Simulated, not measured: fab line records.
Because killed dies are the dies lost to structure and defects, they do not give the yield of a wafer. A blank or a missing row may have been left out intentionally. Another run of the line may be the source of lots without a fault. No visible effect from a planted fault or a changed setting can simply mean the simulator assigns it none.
Which tool was responsible? || flow n5Finfet || 8 lots, 24 wafers sampled, at 7 steps of a route of 1938

## WHAT THE GAUGES SHOWED, per wafer
N5_FIN_SAQP_INSPECT_40: inspects for defects (brightfield).
{"lot": "L816", "measured": "day 2 14:55", "on": "defectInspect-01", "rawDefectCount": "122 247 226"}
{"lot": "L818", "measured": "day 3 05:14", "on": "defectInspect-01", "rawDefectCount": "247 191 216"}
{"lot": "L823", "measured": "day 4 09:10", "on": "defectInspect-02", "rawDefectCount": "814 788 817"}
{"lot": "L828", "measured": "day 5 15:31", "on": "defectInspect-01", "rawDefectCount": "610 710 681"}
{"lot": "L829", "measured": "day 5 21:44", "on": "defectInspect-01", "rawDefectCount": "153 215 139"}
{"lot": "L833", "measured": "day 6 20:27", "on": "defectInspect-01", "rawDefectCount": "167 227 137"}
{"lot": "L835", "measured": "day 7 09:16", "on": "defectInspect-02", "rawDefectCount": "186 296 330"}
{"lot": "L836", "measured": "day 7 14:20", "on": "defectInspect-01", "rawDefectCount": "186 218 240"}

N5_FIN_CUT_INSPECT_10: inspects for defects (brightfield).
{"lot": "L816", "measured": "day 2 15:19", "on": "defectInspect-02", "rawDefectCount": "33 37 37"}
{"lot": "L818", "measured": "day 3 05:45", "on": "defectInspect-02", "rawDefectCount": "46 36 42"}
{"lot": "L823", "measured": "day 4 09:41", "on": "defectInspect-01", "rawDefectCount": "559 527 547"}
{"lot": "L828", "measured": "day 5 16:02", "on": "defectInspect-02", "rawDefectCount": "510 495 530"}
{"lot": "L829", "measured": "day 5 22:16", "on": "defectInspect-02", "rawDefectCount": "26 41 29"}
{"lot": "L833", "measured": "day 6 20:50", "on": "defectInspect-01", "rawDefectCount": "38 49 37"}
{"lot": "L835", "measured": "day 7 09:40", "on": "defectInspect-02", "rawDefectCount": "44 52 51"}
{"lot": "L836", "measured": "day 7 14:43", "on": "defectInspect-02", "rawDefectCount": "24 32 39"}

N5_BEOL_M4_RC_MEAS_101.
{"lot": "L816", "measured": "day 8 01:18", "on": "prober-02", "DIBL_N (mV/V)": "35.8 38.5 35.0", "DIBL_P (mV/V)": "35.5 39.1 35.3", "IOFF_N (nA/um)": "0.155 0.207 0.146", "IOFF_P (nA/um)": "0.16 0.22 0.17", "ION_N (uA/um)": "674 680 668", "ION_P (uA/um)": "460 454 454", "SS_N (mV/dec)": "72.5 72.3 70.5", "SS_P (mV/dec)": "73.2 74.7 73.0", "VT_N (mV)": "250 248 248", "VT_P (mV)": "-257 -251 -256"}
{"lot": "L818", "measured": "day 8 13:30", "on": "prober-01", "DIBL_N (mV/V)": "36.4 35.6 35.0", "DIBL_P (mV/V)": "39.0 36.4 36.8", "IOFF_N (nA/um)": "0.167 0.153 0.141", "IOFF_P (nA/um)": "0.26 0.22 0.21", "ION_N (uA/um)": "684 667 660", "ION_P (uA/um)": "469 466 462", "SS_N (mV/dec)": "72.0 71.8 70.9", "SS_P (mV/dec)": "73.6 72.4 73.0", "VT_N (mV)": "249 253 251", "VT_P (mV)": "-245 -247 -249"}
{"lot": "L823", "measured": "day 10 00:16", "on": "prober-02", "DIBL_N (mV/V)": "37.0 36.4 36.6", "DIBL_P (mV/V)": "36.3 35.2 36.0", "IOFF_N (nA/um)": "0.172 0.160 0.163", "IOFF_P (nA/um)": "0.20 0.18 0.19", "ION_N (uA/um)": "684 684 682", "ION_P (uA/um)": "466 468 461", "SS_N (mV/dec)": "72.0 71.0 71.5", "SS_P (mV/dec)": "73.8 73.5 73.7", "VT_N (mV)": "248 248 251", "VT_P (mV)": "-253 -253 -253"}
{"lot": "L828", "measured": "day 11 05:07", "on": "prober-01", "DIBL_N (mV/V)": "35.5 37.3 37.1", "DIBL_P (mV/V)": "34.7 36.9 37.1", "IOFF_N (nA/um)": "0.141 0.182 0.174", "IOFF_P (nA/um)": "0.20 0.23 0.24", "ION_N (uA/um)": "656 684 688", "ION_P (uA/um)": "460 472 467", "SS_N (mV/dec)": "70.8 71.4 71.6", "SS_P (mV/dec)": "73.3 72.7 73.9", "VT_N (mV)": "254 249 249", "VT_P (mV)": "-251 -248 -248"}
{"lot": "L829", "measured": "day 11 14:01", "on": "prober-02", "DIBL_N (mV/V)": "38.0 36.2 33.9", "DIBL_P (mV/V)": "39.2 36.7 34.5", "IOFF_N (nA/um)": "0.202 0.174 0.133", "IOFF_P (nA/um)": "0.22 0.19 0.16", "ION_N (uA/um)": "691 681 667", "ION_P (uA/um)": "464 458 457", "SS_N (mV/dec)": "72.0 71.3 70.4", "SS_P (mV/dec)": "74.4 73.9 73.4", "VT_N (mV)": "245 248 251", "VT_P (mV)": "-251 -252 -256"}
{"lot": "L833", "measured": "day 13 01:37", "on": "prober-02", "DIBL_N (mV/V)": "34.4 35.9 34.5", "DIBL_P (mV/V)": "34.3 36.0 33.9", "IOFF_N (nA/um)": "0.118 0.145 0.125", "IOFF_P (nA/um)": "0.18 0.21 0.18", "ION_N (uA/um)": "667 662 662", "ION_P (uA/um)": "462 456 463", "SS_N (mV/dec)": "70.8 71.1 71.1", "SS_P (mV/dec)": "72.6 73.1 72.5", "VT_N (mV)": "256 250 252", "VT_P (mV)": "-251 -251 -252"}
{"lot": "L835", "measured": "day 13 08:37", "on": "prober-02", "DIBL_N (mV/V)": "34.3 34.2 34.4", "DIBL_P (mV/V)": "34.3 33.8 34.6", "IOFF_N (nA/um)": "0.137 0.136 0.143", "IOFF_P (nA/um)": "0.20 0.19 0.21", "ION_N (uA/um)": "671 672 675", "ION_P (uA/um)": "463 468 472", "SS_N (mV/dec)": "71.6 70.3 70.9", "SS_P (mV/dec)": "73.4 72.6 73.2", "VT_N (mV)": "252 250 249", "VT_P (mV)": "-247 -249 -245"}
{"lot": "L836", "measured": "day 13 10:40", "on": "prober-01", "DIBL_N (mV/V)": "35.1 36.1 35.9", "DIBL_P (mV/V)": "35.2 36.0 36.8", "IOFF_N (nA/um)": "0.132 0.156 0.150", "IOFF_P (nA/um)": "0.16 0.18 0.19", "ION_N (uA/um)": "676 674 680", "ION_P (uA/um)": "463 461 462", "SS_N (mV/dec)": "70.9 71.5 71.0", "SS_P (mV/dec)": "72.4 73.2 72.9", "VT_N (mV)": "251 250 251", "VT_P (mV)": "-254 -256 -253"}

## WHICH TOOL RAN EACH LOT (tool, then ch and the chambers of the sampled wafers, then the start)
{"lot": "L816", "N5_FIN_SAQP_ETCH_57": "rieDiel-01 ch 0,1,2, day 2 12:44", "N5_FIN_SAQP_RECESS_63": "vaporEtch-01 ch 1, day 2 12:58", "N5_FIN_SAQP_ETCH_67": "rieDiel-03 ch 0,1,2, day 2 13:29", "N5_FIN_SAQP_STRIP_70": "rieDiel-03 ch 0,1,2, day 2 13:31"}
{"lot": "L818", "N5_FIN_SAQP_ETCH_57": "rieDiel-01 ch 2,3, day 3 02:49", "N5_FIN_SAQP_RECESS_63": "vaporEtch-01 ch 0, day 3 03:02", "N5_FIN_SAQP_ETCH_67": "rieDiel-01 ch 0,1,2, day 3 03:32", "N5_FIN_SAQP_STRIP_70": "rieDiel-01 ch 0,1,2, day 3 03:35"}
{"lot": "L823", "N5_FIN_SAQP_ETCH_57": "rieDiel-01 ch 0,1, day 4 06:57", "N5_FIN_SAQP_RECESS_63": "vaporEtch-02 ch 0,1, day 4 07:10", "N5_FIN_SAQP_ETCH_67": "rieDiel-06 ch 0,3, day 4 07:43", "N5_FIN_SAQP_STRIP_70": "rieDiel-06 ch 0,3, day 4 07:46"}
{"lot": "L828", "N5_FIN_SAQP_ETCH_57": "rieDiel-01 ch 0,1,2, day 5 13:25", "N5_FIN_SAQP_RECESS_63": "vaporEtch-02 ch 0,1, day 5 13:38", "N5_FIN_SAQP_ETCH_67": "rieDiel-06 ch 0,1,3, day 5 14:08", "N5_FIN_SAQP_STRIP_70": "rieDiel-06 ch 0,1,3, day 5 14:11"}
{"lot": "L829", "N5_FIN_SAQP_ETCH_57": "rieDiel-06 ch 1,2,3, day 5 19:10", "N5_FIN_SAQP_RECESS_63": "vaporEtch-01 ch 0,1, day 5 19:23", "N5_FIN_SAQP_ETCH_67": "rieDiel-01 ch 1,2,3, day 5 19:55", "N5_FIN_SAQP_STRIP_70": "rieDiel-01 ch 1,2,3, day 5 19:58"}
{"lot": "L833", "N5_FIN_SAQP_ETCH_57": "rieDiel-06 ch 1,2, day 6 18:20", "N5_FIN_SAQP_RECESS_63": "vaporEtch-02 ch 0,1, day 6 18:35", "N5_FIN_SAQP_ETCH_67": "rieDiel-06 ch 1,2,3, day 6 19:06", "N5_FIN_SAQP_STRIP_70": "rieDiel-06 ch 1,2,3, day 6 19:08"}
{"lot": "L835", "N5_FIN_SAQP_ETCH_57": "rieDiel-06 ch 0,1,2, day 7 06:46", "N5_FIN_SAQP_RECESS_63": "vaporEtch-02 ch 0,1, day 7 06:59", "N5_FIN_SAQP_ETCH_67": "rieDiel-06 ch 0,2,3, day 7 07:52", "N5_FIN_SAQP_STRIP_70": "rieDiel-06 ch 0,2,3, day 7 07:55"}
{"lot": "L836", "N5_FIN_SAQP_ETCH_57": "rieDiel-03 ch 0,2, day 7 12:14", "N5_FIN_SAQP_RECESS_63": "vaporEtch-02 ch 0,1, day 7 12:28", "N5_FIN_SAQP_ETCH_67": "rieDiel-01 ch 0,2,3, day 7 12:58", "N5_FIN_SAQP_STRIP_70": "rieDiel-01 ch 0,2,3, day 7 13:01"}
- N5_FIN_SAQP_ETCH_57: etches SiNx in CH3F/O2, target depth 32.5 nm, time 46.4 s.
- N5_FIN_SAQP_RECESS_63: chemistry HF/NH3, target SiO2, target depth 18 nm, afs cycles 3, sublimation time 60 s.
- N5_FIN_SAQP_ETCH_67: etches SiNx in CH3F/O2, target depth 30 nm.
- N5_FIN_SAQP_STRIP_70: strips in N2/H2.

## WHAT THE TOOLS THEMSELVES READ (means of the sampled wafers that have a number; where no wafer has one, the mark that the record gives instead)
N5_FIN_SAQP_ETCH_57.
{"lot": "L816", "tool": "rieDiel-01", "chamberPressureMTorr (mTorr)": 30.031, "drypumpMotorCurrentA (A)": 6.1, "etchRfOnTimeS (s)": 46.8, "oesProductAu (a.u.)": 0.68, "rfVppV (V)": 294, "showerheadPlenumPTorr (Torr)": 2.04, "throttleValvePct (%)": 16.33}
{"lot": "L818", "tool": "rieDiel-01", "chamberPressureMTorr (mTorr)": 30.035, "drypumpMotorCurrentA (A)": 5.4, "etchRfOnTimeS (s)": 46.1, "oesProductAu (a.u.)": 0.63, "rfVppV (V)": 293, "showerheadPlenumPTorr (Torr)": 1.99, "throttleValvePct (%)": 16.48}
{"lot": "L823", "tool": "rieDiel-01", "chamberPressureMTorr (mTorr)": 30.003, "drypumpMotorCurrentA (A)": 6.6, "etchRfOnTimeS (s)": 47.2, "oesProductAu (a.u.)": 0.67, "rfVppV (V)": 294, "showerheadPlenumPTorr (Torr)": 2.05, "throttleValvePct (%)": 16.37}
{"lot": "L828", "tool": "rieDiel-01", "chamberPressureMTorr (mTorr)": 30.020, "drypumpMotorCurrentA (A)": 6.1, "etchRfOnTimeS (s)": 46.3, "oesProductAu (a.u.)": 0.66, "rfVppV (V)": 293, "showerheadPlenumPTorr (Torr)": 2.03, "throttleValvePct (%)": 16.39}
{"lot": "L829", "tool": "rieDiel-06", "chamberPressureMTorr (mTorr)": 30.014, "drypumpMotorCurrentA (A)": 5.8, "etchRfOnTimeS (s)": 45.7, "oesProductAu (a.u.)": 0.68, "rfVppV (V)": 298, "showerheadPlenumPTorr (Torr)": 2.07, "throttleValvePct (%)": 16.43}
{"lot": "L833", "tool": "rieDiel-06", "chamberPressureMTorr (mTorr)": 30.011, "drypumpMotorCurrentA (A)": 5.9, "etchRfOnTimeS (s)": 46.4, "oesProductAu (a.u.)": 0.72, "rfVppV (V)": 300, "showerheadPlenumPTorr (Torr)": 2.12, "throttleValvePct (%)": 16.27}
{"lot": "L835", "tool": "rieDiel-06", "chamberPressureMTorr (mTorr)": 29.990, "drypumpMotorCurrentA (A)": 5.6, "etchRfOnTimeS (s)": 46.4, "oesProductAu (a.u.)": 0.69, "rfVppV (V)": 300, "showerheadPlenumPTorr (Torr)": 2.10, "throttleValvePct (%)": 16.38}
{"lot": "L836", "tool": "rieDiel-03", "chamberPressureMTorr (mTorr)": 29.990, "drypumpMotorCurrentA (A)": 5.7, "etchRfOnTimeS (s)": 46.1, "oesProductAu (a.u.)": 0.80, "rfVppV (V)": 298, "showerheadPlenumPTorr (Torr)": 2.04, "throttleValvePct (%)": 16.30}

N5_FIN_SAQP_RECESS_63.
{"lot": "L816", "tool": "vaporEtch-01", "drypumpMotorCurrentA (A)": 5.0}
{"lot": "L818", "tool": "vaporEtch-01", "drypumpMotorCurrentA (A)": 6.0}
{"lot": "L823", "tool": "vaporEtch-02", "drypumpMotorCurrentA (A)": 6.2}
{"lot": "L828", "tool": "vaporEtch-02", "drypumpMotorCurrentA (A)": 6.2}
{"lot": "L829", "tool": "vaporEtch-01", "drypumpMotorCurrentA (A)": 5.7}
{"lot": "L833", "tool": "vaporEtch-02", "drypumpMotorCurrentA (A)": 6.2}
{"lot": "L835", "tool": "vaporEtch-02", "drypumpMotorCurrentA (A)": 6.2}
{"lot": "L836", "tool": "vaporEtch-02", "drypumpMotorCurrentA (A)": 6.2}

N5_FIN_SAQP_ETCH_67.
{"lot": "L816", "tool": "rieDiel-03", "chamberPressureMTorr (mTorr)": 30.008, "drypumpMotorCurrentA (A)": 5.7, "oesProductAu (a.u.)": 0.69, "rfVppV (V)": 295, "showerheadPlenumPTorr (Torr)": 2.03, "throttleValvePct (%)": 16.73}
{"lot": "L818", "tool": "rieDiel-01", "chamberPressureMTorr (mTorr)": 30.030, "drypumpMotorCurrentA (A)": 6.1, "oesProductAu (a.u.)": 0.79, "rfVppV (V)": 293, "showerheadPlenumPTorr (Torr)": 2.03, "throttleValvePct (%)": 16.35}
{"lot": "L823", "tool": "rieDiel-06", "chamberPressureMTorr (mTorr)": 30.029, "drypumpMotorCurrentA (A)": 5.5, "oesProductAu (a.u.)": 0.80, "rfVppV (V)": 296, "showerheadPlenumPTorr (Torr)": 2.03, "throttleValvePct (%)": 16.54}
{"lot": "L828", "tool": "rieDiel-06", "chamberPressureMTorr (mTorr)": 29.990, "drypumpMotorCurrentA (A)": 5.6, "oesProductAu (a.u.)": 0.85, "rfVppV (V)": 300, "showerheadPlenumPTorr (Torr)": 2.08, "throttleValvePct (%)": 16.37}
{"lot": "L829", "tool": "rieDiel-01", "chamberPressureMTorr (mTorr)": 29.992, "drypumpMotorCurrentA (A)": 5.7, "oesProductAu (a.u.)": 0.77, "rfVppV (V)": 295, "showerheadPlenumPTorr (Torr)": 2.00, "throttleValvePct (%)": 16.36}
{"lot": "L833", "tool": "rieDiel-06", "chamberPressureMTorr (mTorr)": 29.996, "drypumpMotorCurrentA (A)": 5.7, "oesProductAu (a.u.)": 0.79, "rfVppV (V)": 298, "showerheadPlenumPTorr (Torr)": 2.06, "throttleValvePct (%)": 16.49}
{"lot": "L835", "tool": "rieDiel-06", "chamberPressureMTorr (mTorr)": 29.994, "drypumpMotorCurrentA (A)": 5.4, "oesProductAu (a.u.)": 0.75, "rfVppV (V)": 299, "showerheadPlenumPTorr (Torr)": 2.05, "throttleValvePct (%)": 16.58}
{"lot": "L836", "tool": "rieDiel-01", "chamberPressureMTorr (mTorr)": 30.034, "drypumpMotorCurrentA (A)": 5.8, "oesProductAu (a.u.)": 0.70, "rfVppV (V)": 292, "showerheadPlenumPTorr (Torr)": 2.00, "throttleValvePct (%)": 16.60}

N5_FIN_SAQP_STRIP_70.
{"lot": "L816", "tool": "rieDiel-03", "chamberPressureMTorr (mTorr)": 49.97, "drypumpMotorCurrentA (A)": 5.7, "h2FlowSccm (sccm)": 300.3, "oesProductAu (a.u.)": 0.69, "rfVppV (V)": 122.5, "showerheadPlenumPTorr (Torr)": 3.40, "throttleValvePct (%)": 19.4}
{"lot": "L818", "tool": "rieDiel-01", "chamberPressureMTorr (mTorr)": 49.95, "drypumpMotorCurrentA (A)": 6.1, "h2FlowSccm (sccm)": 299.8, "oesProductAu (a.u.)": 0.79, "rfVppV (V)": 121.9, "showerheadPlenumPTorr (Torr)": 3.41, "throttleValvePct (%)": 18.7}
{"lot": "L823", "tool": "rieDiel-06", "chamberPressureMTorr (mTorr)": 49.98, "drypumpMotorCurrentA (A)": 5.5, "h2FlowSccm (sccm)": 300.5, "oesProductAu (a.u.)": 0.80, "rfVppV (V)": 121.4, "showerheadPlenumPTorr (Torr)": 3.42, "throttleValvePct (%)": 19.5}
{"lot": "L828", "tool": "rieDiel-06", "chamberPressureMTorr (mTorr)": 49.97, "drypumpMotorCurrentA (A)": 5.7, "h2FlowSccm (sccm)": 300.0, "oesProductAu (a.u.)": 0.84, "rfVppV (V)": 122.3, "showerheadPlenumPTorr (Torr)": 3.49, "throttleValvePct (%)": 19.1}
{"lot": "L829", "tool": "rieDiel-01", "chamberPressureMTorr (mTorr)": 49.98, "drypumpMotorCurrentA (A)": 5.8, "h2FlowSccm (sccm)": 299.5, "oesProductAu (a.u.)": 0.77, "rfVppV (V)": 121.1, "showerheadPlenumPTorr (Torr)": 3.35, "throttleValvePct (%)": 18.9}
{"lot": "L833", "tool": "rieDiel-06", "chamberPressureMTorr (mTorr)": 50.00, "drypumpMotorCurrentA (A)": 5.8, "h2FlowSccm (sccm)": 299.4, "oesProductAu (a.u.)": 0.80, "rfVppV (V)": 121.2, "showerheadPlenumPTorr (Torr)": 3.46, "throttleValvePct (%)": 19.2}
{"lot": "L835", "tool": "rieDiel-06", "chamberPressureMTorr (mTorr)": 50.02, "drypumpMotorCurrentA (A)": 5.5, "h2FlowSccm (sccm)": 300.0, "oesProductAu (a.u.)": 0.75, "rfVppV (V)": 122.0, "showerheadPlenumPTorr (Torr)": 3.45, "throttleValvePct (%)": 19.5}
{"lot": "L836", "tool": "rieDiel-01", "chamberPressureMTorr (mTorr)": 50.02, "drypumpMotorCurrentA (A)": 5.8, "h2FlowSccm (sccm)": 300.3, "oesProductAu (a.u.)": 0.70, "rfVppV (V)": 122.1, "showerheadPlenumPTorr (Torr)": 3.37, "throttleValvePct (%)": 19.2}

## THE ANSWER, worked out from the rows above alone
Rule: the usual values come from the lots themselves. The widest of any qualifying gaps counts: lots, ordered by their means at a reading, are off when they make up no more than a third of the lots, leave a main group of 4 or more, and stand apart from it by 3 or more times the standard deviation of that group's means. If all means in a main group match to the digits the tables above print for the reading, that group is not used. Also off: a lot with no number at a reading for which 4 or more lots have one. Where the step has rows for the other lots, those lots are counted as sound. First the gauges in route order, then the tools' own readings, where a lot's mean is used as printed above. The first step at which some lot is off is used, and at that step the reading that is off furthest; a lot without a number counts as furthest.
Off: L823, L828 (N5_FIN_SAQP_INSPECT_40, rawDefectCount). The main group: mean 208, standard deviation 33.
If a tool, at a process step before that reading, ran all the lots that are off and no sound lot after the first of them, it fits. The gauges at N5_FIN_SAQP_INSPECT_40 are tried like those tools. One fits: N5_FIN_SAQP_ETCH_57 on rieDiel-01. Its last sound lot is L818 (day 3 02:49), its first lot that is off L823 (day 4 06:57): a fault that began between those two fits.

## WHAT WAS PUT IN BY THE SIMULATOR
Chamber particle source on rieDiel-01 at N5_FIN_SAQP_ETCH_57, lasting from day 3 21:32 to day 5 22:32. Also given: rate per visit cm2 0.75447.
Shown lots that were struck: L823, L828. The rule given above showed the same thing.
